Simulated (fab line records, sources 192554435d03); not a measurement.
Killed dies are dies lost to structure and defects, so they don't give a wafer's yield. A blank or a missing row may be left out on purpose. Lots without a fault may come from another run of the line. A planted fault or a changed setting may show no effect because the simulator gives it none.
Chamber matching | flow n5_finfet | N5_BEOL_M9_ETCH_65 on rie_diel-03: 4 sister chambers
The step etches SiARC in CF4, target depth 15.6 nm, time 26 s. 4 wafers are shown with their chamber, then 7 later ones without.

WAFERS WITH THEIR CHAMBER
wafer  | chamber | showerhead_plenum_p_Torr (Torr)
L083.4 | 3       | 2.10
L083.6 | 0       | 2.19
L086.2 | 1       | 2.03
L086.3 | 2       | 2.19

WAFERS WITHOUT THEIR CHAMBER
wafer  | showerhead_plenum_p_Torr (Torr)
L086.5 | 2.03
L085.1 | 2.19
L085.2 | 2.10
L085.5 | 2.19
L094.2 | 2.03
L094.4 | 2.18
L094.5 | 2.03

WHICH CHAMBER EACH WENT THROUGH
wafer  | from the rows above     | in truth
L086.5 | 1                       | 1
L085.1 | can't be placed: 0 or 2 | 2
L085.2 | 3                       | 3
L085.5 | can't be placed: 0 or 2 | 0
L094.2 | 1                       | 1
L094.4 | can't be placed: 0 or 2 | 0
L094.5 | 1                       | 1
Placed correctly: 4 of 7. Can't be placed from these rows: 3 (the true chamber is among the candidates in 3). Placed wrongly: 0.
How it was worked out, from the rows above alone: a wafer's distance from a chamber is the root of the sum, over the readings, of the square of ((its reading less the chamber's mean) divided by the reading's scatter). The wafer belongs to the nearest chamber; if the next one is less than 2 further off, it can't be placed. A chamber's mean is the mean of its shown wafers. The scatter: with one shown wafer a chamber, the root of the mean of the squares of how far each hidden wafer lies from its nearest shown one.
